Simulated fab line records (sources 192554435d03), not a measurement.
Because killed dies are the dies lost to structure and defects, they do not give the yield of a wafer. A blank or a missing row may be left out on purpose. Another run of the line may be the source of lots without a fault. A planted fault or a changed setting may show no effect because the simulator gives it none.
Chamber matching + flow n5 finfet + N5_FIN_CUT_CUT_ETCH_27 on rie diel-01: 4 sister chambers
The step etches SiO2 in CHF3/O2, target depth 4 nm, overetch 2 nm, time 4.9 s. 14 wafers are shown with their chamber, then 7 later ones without.

## WAFERS PAIRED WITH THEIR CHAMBERS
| wafer  | chamber | showerhead plenum p Torr (Torr) | drypump motor current A (A) | rf vpp V (V) |
|--------|---------|---------------------------------|-----------------------------|--------------|
| L078.1 | 0       | 2.40                            | 5.0                         | 516          |
| L078.5 | 0       | 2.40                            | 5.0                         | 518          |
| L078.6 | 3       | 2.53                            | 5.6                         | 534          |
| L079.3 | 3       | 2.53                            | 5.6                         | 534          |
| L079.5 | 0       | 2.40                            | 4.9                         | 517          |
| L079.6 | 3       | 2.53                            | 5.6                         | 535          |
| L084.1 | 0       | 2.40                            | 4.9                         | 517          |
| L084.3 | 3       | 2.53                            | 5.6                         | 536          |
| L084.5 | 3       | 2.53                            | 5.6                         | 534          |
| L086.2 | 2       | 2.34                            | 5.2                         | 528          |
| L086.4 | 0       | 2.40                            | 5.0                         | 517          |
| L086.5 | 1       | 2.36                            | 5.8                         | 508          |
| L088.2 | 1       | 2.36                            | 5.8                         | 509          |
| L088.5 | 2       | 2.33                            | 5.2                         | 528          |

SIGNATURES, as means of the wafers listed above
| reading                  | chamber 0 | chamber 1 | chamber 2 | chamber 3 | scatter within a chamber |
|--------------------------|-----------|-----------|-----------|-----------|--------------------------|
| showerhead plenum p Torr | 2.4000    | 2.3600    | 2.3350    | 2.5300    | 0.00224                  |
| drypump motor current A  | 4.960     | 5.800     | 5.200     | 5.600     | 0.0346                   |
| rf vpp V                 | 517.00    | 508.50    | 528.00    | 534.60    | 0.755                    |
Rule: a wafer's distance from a chamber is the root of the sum, over the readings, of the square of ((its reading less the chamber's mean) divided by the reading's scatter). The wafer belongs to the nearest chamber; if the next one is less than 2 further off, it can't be placed. The scatter: take each reading less its chamber's mean, square it, sum over the shown wafers, divide by the number of wafers less the number of chambers, and take the root.

## WAFERS WITH NO CHAMBER GIVEN
| wafer  | showerhead plenum p Torr (Torr) | drypump motor current A (A) | rf vpp V (V) |
|--------|---------------------------------|-----------------------------|--------------|
| L088.6 | 2.36                            | 5.7                         | 510          |
| L092.4 | 2.52                            | 5.6                         | 536          |
| L092.5 | 2.52                            | 5.6                         | 536          |
| L092.6 | 2.33                            | 5.2                         | 529          |
| L094.1 | 2.52                            | 5.6                         | 534          |
| L094.4 | 2.33                            | 5.2                         | 528          |
| L094.5 | 2.52                            | 5.6                         | 534          |

## THE CHAMBER EACH PASSED THROUGH
| wafer  | from the rows above | in truth |
|--------|---------------------|----------|
| L088.6 | 1                   | 1        |
| L092.4 | 3                   | 3        |
| L092.5 | 3                   | 3        |
| L092.6 | 2                   | 2        |
| L094.1 | 3                   | 3        |
| L094.4 | 2                   | 2        |
| L094.5 | 3                   | 3        |
Placed correctly: 7 of 7. Can't be placed from these rows: 0. Wrongly placed: 0.
